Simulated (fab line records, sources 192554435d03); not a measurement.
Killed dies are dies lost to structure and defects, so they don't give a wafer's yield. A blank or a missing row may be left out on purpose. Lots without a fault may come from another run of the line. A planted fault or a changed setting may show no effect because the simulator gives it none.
Which tool did it? | flow n5_finfet | 24 lots, 72 wafers sampled, at 6 steps of a route of 1938

WHAT THE GAUGES READ, wafer by wafer
The record holds no reading of a measuring or inspecting step that can be judged against a usual standard deviation.

WHICH TOOL RAN EACH LOT (tool, then ch and the chambers of the sampled wafers, then the start)
lot  | N5_BEOL_M3_TRENCH_ETCH_37                     | N5_BEOL_M3_DEGAS_44          | N5_BEOL_M3_ANNEAL_49         | N5_BEOL_M3_ANNEAL_87         | N5_BEOL_M3_ANNEAL_91         | N5_BEOL_M3_CO_CAP_55
L074 | rie_diel-06 ch 0,1,2, day 7 04:01 or earlier  | pvd_sputter-03, day 7 04:01  | pvd_sputter-03, day 7 04:52  | pvd_sputter-03, day 7 05:31  | pvd_sputter-03, day 7 05:58  | cvd_co-02 ch 0,1,2, day 7 07:58
L075 | rie_diel-04 ch 0,2, day 7 14:13 or earlier    | pvd_sputter-03, day 7 14:13  | pvd_sputter-01, day 7 14:50  | pvd_sputter-01, day 7 15:30  | pvd_sputter-01, day 7 15:56  | cvd_co-01 ch 0,1,2, day 7 22:04
L076 | rie_diel-02 ch 0,1,2, day 7 14:40 or earlier  | pvd_sputter-03, day 7 14:40  | pvd_sputter-01, day 7 16:41  | pvd_sputter-01, day 7 17:20  | pvd_sputter-01, day 7 17:47  | cvd_co-02 ch 0,2, day 8 00:52
L077 | rie_diel-06 ch 1,2, day 7 17:26 or earlier    | pvd_sputter-02, day 7 17:26  | pvd_sputter-02, day 7 18:13  | pvd_sputter-02, day 7 18:52  | pvd_sputter-02, day 7 19:19  | cvd_co-01 ch 0,2, day 8 02:04
L078 | rie_diel-02 ch 1,2,3, day 8 05:45 or earlier  | pvd_sputter-03, day 8 05:45  | pvd_sputter-03, day 8 06:44  | pvd_sputter-03, day 8 07:23  | pvd_sputter-03, day 8 07:50  | cvd_co-02 ch 0,2, day 8 12:59
L079 | rie_diel-02 ch 0,2,3, day 8 08:52 or earlier  | pvd_sputter-02, day 8 08:52  | pvd_sputter-01, day 8 09:35  | pvd_sputter-01, day 8 10:15  | pvd_sputter-01, day 8 10:41  | cvd_co-01 ch 0,1,2, day 8 14:49
L080 | rie_diel-06 ch 0,1,3, day 8 23:00 or earlier  | pvd_sputter-03, day 8 23:00  | pvd_sputter-02, day 9 01:33  | pvd_sputter-02, day 9 02:13  | pvd_sputter-02, day 9 02:39  | cvd_co-01 ch 0,1,2, day 9 04:19
L081 | rie_diel-04 ch 2,3, day 9 02:40 or earlier    | pvd_sputter-01, day 9 02:40  | pvd_sputter-01, day 9 03:22  | pvd_sputter-01, day 9 04:02  | pvd_sputter-01, day 9 04:28  | cvd_co-01 ch 0,1, day 9 05:55
L082 | rie_diel-04 ch 0,1, day 9 05:46 or earlier    | pvd_sputter-03, day 9 05:46  | pvd_sputter-03, day 9 06:32  | pvd_sputter-03, day 9 07:11  | pvd_sputter-03, day 9 07:38  | cvd_co-02 ch 0,1,2, day 9 09:05
L083 | rie_diel-02 ch 2,3, day 9 09:34 or earlier    | pvd_sputter-03, day 9 09:34  | pvd_sputter-03, day 9 10:31  | pvd_sputter-03, day 9 11:10  | pvd_sputter-03, day 9 11:37  | cvd_co-02 ch 0,2, day 9 13:11
L084 | rie_diel-04 ch 0,3, day 9 14:38 or earlier    | pvd_sputter-03, day 9 14:38  | pvd_sputter-01, day 9 15:17  | pvd_sputter-01, day 9 15:57  | pvd_sputter-01, day 9 16:23  | cvd_co-02 ch 0,1,2, day 9 17:52
L085 | rie_diel-02 ch 0,1,2, day 9 14:44 or earlier  | pvd_sputter-01, day 9 14:44  | pvd_sputter-02, day 9 16:04  | pvd_sputter-02, day 9 16:43  | pvd_sputter-02, day 9 17:10  | cvd_co-02 ch 1,2, day 9 18:36
L086 | rie_diel-02 ch 2,3, day 10 16:11 or earlier   | pvd_sputter-01, day 10 16:11 | pvd_sputter-02, day 10 16:59 | pvd_sputter-02, day 10 17:39 | pvd_sputter-02, day 10 18:05 | cvd_co-01 ch 0,1,2, day 10 19:32
L089 | rie_diel-02 ch 2,3, day 10 23:58 or earlier   | pvd_sputter-03, day 10 23:58 | pvd_sputter-01, day 11 00:35 | pvd_sputter-01, day 11 01:15 | pvd_sputter-01, day 11 01:41 | cvd_co-01 ch 0,1,2, day 11 03:08
L087 | rie_diel-04 ch 1,2, day 11 00:02 or earlier   | pvd_sputter-03, day 11 00:02 | pvd_sputter-02, day 11 00:52 | pvd_sputter-02, day 11 01:32 | pvd_sputter-02, day 11 01:58 | cvd_co-02 ch 0,1,2, day 11 03:27
L088 | rie_diel-06 ch 0,1,3, day 11 02:44 or earlier | pvd_sputter-02, day 11 02:44 | pvd_sputter-03, day 11 03:36 | pvd_sputter-03, day 11 12:56 | pvd_sputter-03, day 11 13:22 | cvd_co-02 ch 0,2, day 11 14:49
L091 | rie_diel-02 ch 1,2,3, day 11 13:01 or earlier | pvd_sputter-02, day 11 13:01 | pvd_sputter-03, day 11 14:14 | pvd_sputter-03, day 11 14:53 | pvd_sputter-03, day 11 15:20 | cvd_co-02 ch 1,2, day 11 16:47
L090 | rie_diel-06 ch 2,3, day 11 16:21 or earlier   | pvd_sputter-01, day 11 16:21 | pvd_sputter-01, day 11 17:19 | pvd_sputter-01, day 11 17:58 | pvd_sputter-01, day 11 18:25 | cvd_co-01 ch 0,1,2, day 11 19:58
L092 | rie_diel-02 ch 0,1,2, day 11 21:25 or earlier | pvd_sputter-01, day 11 21:25 | pvd_sputter-01, day 11 23:51 | pvd_sputter-01, day 12 00:31 | pvd_sputter-01, day 12 00:57 | cvd_co-01 ch 0,1,2, day 12 02:24
L093 | rie_diel-06 ch 2,3, day 12 05:27 or earlier   | pvd_sputter-03, day 12 05:27 | pvd_sputter-03, day 12 06:08 | pvd_sputter-03, day 12 06:47 | pvd_sputter-03, day 12 07:14 | cvd_co-02 ch 0,1,2, day 12 08:41
L094 | rie_diel-02 ch 1,3, day 13 03:07 or earlier   | pvd_sputter-03, day 13 03:07 | pvd_sputter-01, day 13 03:58 | pvd_sputter-01, day 13 04:37 | pvd_sputter-01, day 13 05:04 | cvd_co-02 ch 1,2, day 13 06:31
L096 | rie_diel-02 ch 1,2, day 13 11:19 or earlier   | pvd_sputter-01, day 13 11:19 | pvd_sputter-03, day 13 12:08 | pvd_sputter-03, day 13 12:48 | pvd_sputter-03, day 13 13:14 | cvd_co-02 ch 0,1,2, day 13 14:52
L097 | rie_diel-02 ch 0,1, day 13 19:14 or earlier   | pvd_sputter-03, day 13 19:14 | pvd_sputter-02, day 13 20:11 | pvd_sputter-02, day 13 20:50 | pvd_sputter-02, day 13 21:17 | cvd_co-01 ch 0,2, day 13 22:44
L095 | rie_diel-02 ch 2,3, day 14 07:22 or earlier   | pvd_sputter-02, day 14 07:22 | pvd_sputter-03, day 14 09:52 | pvd_sputter-03, day 14 10:31 | pvd_sputter-03, day 14 10:58 | cvd_co-02 ch 0,2, day 14 12:24
- N5_BEOL_M3_TRENCH_ETCH_37: etches SiOC in C4F6/O2, target depth 55.555 nm, time 29.2 s.
- N5_BEOL_M3_DEGAS_44: time 60 s.
- N5_BEOL_M3_ANNEAL_49: time 240 s.
- N5_BEOL_M3_ANNEAL_87: time 240 s.
- N5_BEOL_M3_ANNEAL_91: time 240 s.
- N5_BEOL_M3_CO_CAP_55: material Co, precursor CCTBA/H2, target thk 2 nm, time 102.1 s.

WHAT THE TOOLS THEMSELVES READ (means of the sampled wafers that have a number; where no wafer has one, the mark that the record gives instead)
N5_BEOL_M3_TRENCH_ETCH_37. Usual: C4F6_flow_sccm 10.000 sccm, standard deviation 0.029; drypump_motor_current_A 5.6 A, standard deviation 0.51; oes_product_au 0.78 a.u., standard deviation 0.082; rf_vpp_V 665 V, standard deviation 9; showerhead_plenum_p_Torr 2.87 Torr, standard deviation 0.067; throttle_valve_pct 20.88 %, standard deviation 0.14.
lot  | tool        | C4F6_flow_sccm (sccm) | drypump_motor_current_A (A) | oes_product_au (a.u.) | rf_vpp_V (V) | showerhead_plenum_p_Torr (Torr) | throttle_valve_pct (%) | flag
L074 | rie_diel-06 | 9.992                 | 5.4                         | 0.74                  | 662          | 2.87                            | 20.93                  |
L075 | rie_diel-04 | 10.023                | 5.0                         | 0.85                  | 681          | 2.81                            | 20.93                  |
L076 | rie_diel-02 | 10.010                | 5.8                         | 0.82                  | 664          | 2.86                            | 20.85                  |
L077 | rie_diel-06 | 9.984                 | 5.7                         | 0.76                  | 667          | 2.87                            | 21.06                  |
L078 | rie_diel-02 | 9.995                 | 5.7                         | 0.83                  | 667          | 2.91                            | 20.78                  |
L079 | rie_diel-02 | 10.013                | 5.5                         | 0.81                  | 668          | 2.91                            | 20.89                  |
L080 | rie_diel-06 | 10.004                | 5.6                         | 0.79                  | 659          | 2.86                            | 20.83                  |
L081 | rie_diel-04 | 9.993                 | 5.1                         | 0.85                  | 679          | 2.82                            | 20.97                  |
L082 | rie_diel-04 | 10.008                | 5.4                         | 0.78                  | 660          | 2.90                            | 20.83                  |
L083 | rie_diel-02 | 10.008                | 5.9                         | 0.88                  | 671          | 2.95                            | 20.86                  |
L084 | rie_diel-04 | 10.007                | 5.2                         | 0.82                  | 654          | 2.89                            | 20.87                  |
L085 | rie_diel-02 | 9.985                 | 5.8                         | 0.81                  | 664          | 2.86                            | 20.88                  |
L086 | rie_diel-02 | 9.998                 | 5.4                         | 0.80                  | 671          | 2.95                            | 20.84                  |
L089 | rie_diel-02 | 10.014                | 5.9                         | 0.85                  | 672          | 2.94                            | 20.88                  |
L087 | rie_diel-04 | 10.057                | 5.7                         | 0.77                  | 675          | 2.89                            | 20.90                  |
L088 | rie_diel-06 | 10.002                | 5.6                         | 0.77                  | 658          | 2.85                            | 20.85                  |
L091 | rie_diel-02 | 9.968                 | 5.7                         | 0.80                  | 666          | 2.90                            | 20.82                  |
L090 | rie_diel-06 | 10.002                | 6.1                         | 0.84                  | 664          | 2.81                            | 20.87                  |
L092 | rie_diel-02 | 10.012                | 5.8                         | 0.78                  | 664          | 2.85                            | 20.90                  |
L093 | rie_diel-06 | 9.991                 | 6.1                         | 0.83                  | 664          | 2.81                            | 20.89                  |
L094 | rie_diel-02 | 9.992                 | 5.2                         | 0.73                  | 667          | 2.91                            | 20.79                  |
L096 | rie_diel-02 | 10.014                | 6.2                         | 0.84                  | 666          | 2.88                            | 20.88                  |
L097 | rie_diel-02 | 10.000                | 5.6                         | 0.73                  | 658          | 2.80                            | 20.84                  |
L095 | rie_diel-02 | 10.011                | 5.9                         | 0.82                  | 672          | 2.93                            | 20.92                  |

N5_BEOL_M3_DEGAS_44. Usual: heater_power_w 344 W, standard deviation 33; susceptor_temp_C 249.98 C, standard deviation 0.17.
lot  | tool           | heater_power_w (W) | susceptor_temp_C (C) | flag
L074 | pvd_sputter-03 | 362                | 250.00               |
L075 | pvd_sputter-03 | 352                | 250.00               |
L076 | pvd_sputter-03 | 332                | 250.17               |
L077 | pvd_sputter-02 | 314                | 250.00               |
L078 | pvd_sputter-03 | 364                | 249.93               |
L079 | pvd_sputter-02 | 332                | 250.12               |
L080 | pvd_sputter-03 | 325                | 249.98               |
L081 | pvd_sputter-01 | 323                | 249.86               |
L082 | pvd_sputter-03 | 364                | 250.09               |
L083 | pvd_sputter-03 | 367                | 249.92               |
L084 | pvd_sputter-03 | 401                | 249.86               |
L085 | pvd_sputter-01 | 322                | 250.05               |
L086 | pvd_sputter-01 | 328                | 250.12               |
L089 | pvd_sputter-03 | 358                | 249.94               |
L087 | pvd_sputter-03 | 377                | 250.01               |
L088 | pvd_sputter-02 | 347                | 249.81               |
L091 | pvd_sputter-02 | 319                | 250.01               |
L090 | pvd_sputter-01 | 321                | 249.99               |
L092 | pvd_sputter-01 | 320                | 249.97               |
L093 | pvd_sputter-03 | 353                | 250.02               |
L094 | pvd_sputter-03 | 334                | 249.92               |
L096 | pvd_sputter-01 | 322                | 249.86               |
L097 | pvd_sputter-03 | 371                | 250.11               |
L095 | pvd_sputter-02 | 332                | 250.04               |

N5_BEOL_M3_ANNEAL_49. Usual: heater_power_w 842 W, standard deviation 75; susceptor_temp_C 400.04 C, standard deviation 0.24.
lot  | tool           | heater_power_w (W) | susceptor_temp_C (C) | flag
L074 | pvd_sputter-03 | 907                | 400.08               |
L075 | pvd_sputter-01 | 799                | 400.01               |
L076 | pvd_sputter-01 | 806                | 399.72               |
L077 | pvd_sputter-02 | 791                | 400.05               |
L078 | pvd_sputter-03 | 893                | 400.19               |
L079 | pvd_sputter-01 | 789                | 400.10               |
L080 | pvd_sputter-02 | 782                | 400.12               |
L081 | pvd_sputter-01 | 798                | 399.94               |
L082 | pvd_sputter-03 | 906                | 399.74               |
L083 | pvd_sputter-03 | 970                | 399.82               |
L084 | pvd_sputter-01 | 813                | 399.96               |
L085 | pvd_sputter-02 | 824                | 400.01               |
L086 | pvd_sputter-02 | 829                | 399.91               |
L089 | pvd_sputter-01 | 808                | 400.32               |
L087 | pvd_sputter-02 | 786                | 400.03               |
L088 | pvd_sputter-03 | 934                | 400.06               |
L091 | pvd_sputter-03 | 942                | 399.90               |
L090 | pvd_sputter-01 | 800                | 400.07               |
L092 | pvd_sputter-01 | 789                | 399.74               |
L093 | pvd_sputter-03 | 980                | 399.90               |
L094 | pvd_sputter-01 | 789                | 400.19               |
L096 | pvd_sputter-03 | 940                | 400.27               |
L097 | pvd_sputter-02 | 875                | 400.05               |
L095 | pvd_sputter-03 | 868                | 400.10               |

N5_BEOL_M3_ANNEAL_87. Usual: heater_power_w 840 W, standard deviation 76; susceptor_temp_C 400.00 C, standard deviation 0.22.
lot  | tool           | heater_power_w (W) | susceptor_temp_C (C) | flag
L074 | pvd_sputter-03 | 910                | 399.91               |
L075 | pvd_sputter-01 | 788                | 399.99               |
L076 | pvd_sputter-01 | 798                | 399.87               |
L077 | pvd_sputter-02 | 800                | 400.06               |
L078 | pvd_sputter-03 | 888                | 399.72               |
L079 | pvd_sputter-01 | 787                | 399.74               |
L080 | pvd_sputter-02 | 787                | 400.05               |
L081 | pvd_sputter-01 | 793                | 400.01               |
L082 | pvd_sputter-03 | 905                | 400.04               |
L083 | pvd_sputter-03 | 971                | 399.64               |
L084 | pvd_sputter-01 | 801                | 400.02               |
L085 | pvd_sputter-02 | 824                | 399.97               |
L086 | pvd_sputter-02 | 841                | 399.98               |
L089 | pvd_sputter-01 | 798                | 399.93               |
L087 | pvd_sputter-02 | 798                | 399.99               |
L088 | pvd_sputter-03 | 929                | 400.03               |
L091 | pvd_sputter-03 | 938                | 400.21               |
L090 | pvd_sputter-01 | 825                | 399.79               |
L092 | pvd_sputter-01 | 800                | 400.05               |
L093 | pvd_sputter-03 | 975                | 399.77               |
L094 | pvd_sputter-01 | 780                | 400.07               |
L096 | pvd_sputter-03 | 949                | 400.02               |
L097 | pvd_sputter-02 | 872                | 399.83               |
L095 | pvd_sputter-03 | 868                | 400.17               |

N5_BEOL_M3_ANNEAL_91. Usual: heater_power_w 841 W, standard deviation 74; susceptor_temp_C 399.99 C, standard deviation 0.22.
lot  | tool           | heater_power_w (W) | susceptor_temp_C (C) | flag
L074 | pvd_sputter-03 | 905                | 400.03               |
L075 | pvd_sputter-01 | 783                | 400.08               |
L076 | pvd_sputter-01 | 794                | 399.95               |
L077 | pvd_sputter-02 | 788                | 400.00               |
L078 | pvd_sputter-03 | 889                | 400.13               |
L079 | pvd_sputter-01 | 796                | 399.95               |
L080 | pvd_sputter-02 | 800                | 399.82               |
L081 | pvd_sputter-01 | 808                | 399.97               |
L082 | pvd_sputter-03 | 896                | 400.21               |
L083 | pvd_sputter-03 | 971                | 399.99               |
L084 | pvd_sputter-01 | 787                | 400.04               |
L085 | pvd_sputter-02 | 832                | 400.08               |
L086 | pvd_sputter-02 | 831                | 399.91               |
L089 | pvd_sputter-01 | 802                | 400.15               |
L087 | pvd_sputter-02 | 800                | 400.09               |
L088 | pvd_sputter-03 | 943                | 399.83               |
L091 | pvd_sputter-03 | 930                | 399.93               |
L090 | pvd_sputter-01 | 815                | 400.12               |
L092 | pvd_sputter-01 | 793                | 399.80               |
L093 | pvd_sputter-03 | 986                | 400.13               |
L094 | pvd_sputter-01 | 799                | 400.10               |
L096 | pvd_sputter-03 | 943                | 399.93               |
L097 | pvd_sputter-02 | 877                | 399.88               |
L095 | pvd_sputter-03 | 851                | 400.13               |

N5_BEOL_M3_CO_CAP_55. Usual: heater_power_w 231 W, standard deviation 5.3; susceptor_temp_C 200.01 C, standard deviation 0.16.
lot  | tool      | heater_power_w (W) | susceptor_temp_C (C) | flag
L074 | cvd_co-02 | 232                | 200.11               |
L075 | cvd_co-01 | 229                | 200.12               |
L076 | cvd_co-02 | 232                | 200.02               |
L077 | cvd_co-01 | 234                | 199.90               |
L078 | cvd_co-02 | 229                | 199.96               |
L079 | cvd_co-01 | 233                | 199.95               |
L080 | cvd_co-01 | 230                | 200.02               |
L081 | cvd_co-01 | 233                | 199.89               |
L082 | cvd_co-02 | 231                | 200.07               |
L083 | cvd_co-02 | 234                | 200.06               |
L084 | cvd_co-02 | 231                | 200.03               |
L085 | cvd_co-02 | 228                | 199.95               |
L086 | cvd_co-01 | 234                | 199.92               |
L089 | cvd_co-01 | 230                | 200.02               |
L087 | cvd_co-02 | 231                | 200.10               |
L088 | cvd_co-02 | 233                | 200.10               |
L091 | cvd_co-02 | 227                | 199.95               |
L090 | cvd_co-01 | 232                | 200.07               |
L092 | cvd_co-01 | 232                | 199.94               |
L093 | cvd_co-02 | 232                | 200.04               |
L094 | cvd_co-02 | 224                | 199.73               |
L096 | cvd_co-02 | 232                | 200.11               |
L097 | cvd_co-01 | 233                | 200.12               |
L095 | cvd_co-02 | 233                | 199.92               |

THE ANSWER, worked out from the rows above alone
Rule: a lot is off if the mean of its wafers that have a number lies more than 3 standard deviations from the usual mean. A lot without any number at a reading at which 4 lots or more have one is off too. The other lots that the step has rows for count as sound. The gauges are gone through in route order, then the tools' own readings, and for those a lot's mean is taken as printed above. The first step at which some lot is off is used, and at that step the reading that is off furthest; a lot without a number counts as furthest.
No lot is off at any reading shown: from this, nothing can be told.

WHAT THE SIMULATOR HAD PUT IN
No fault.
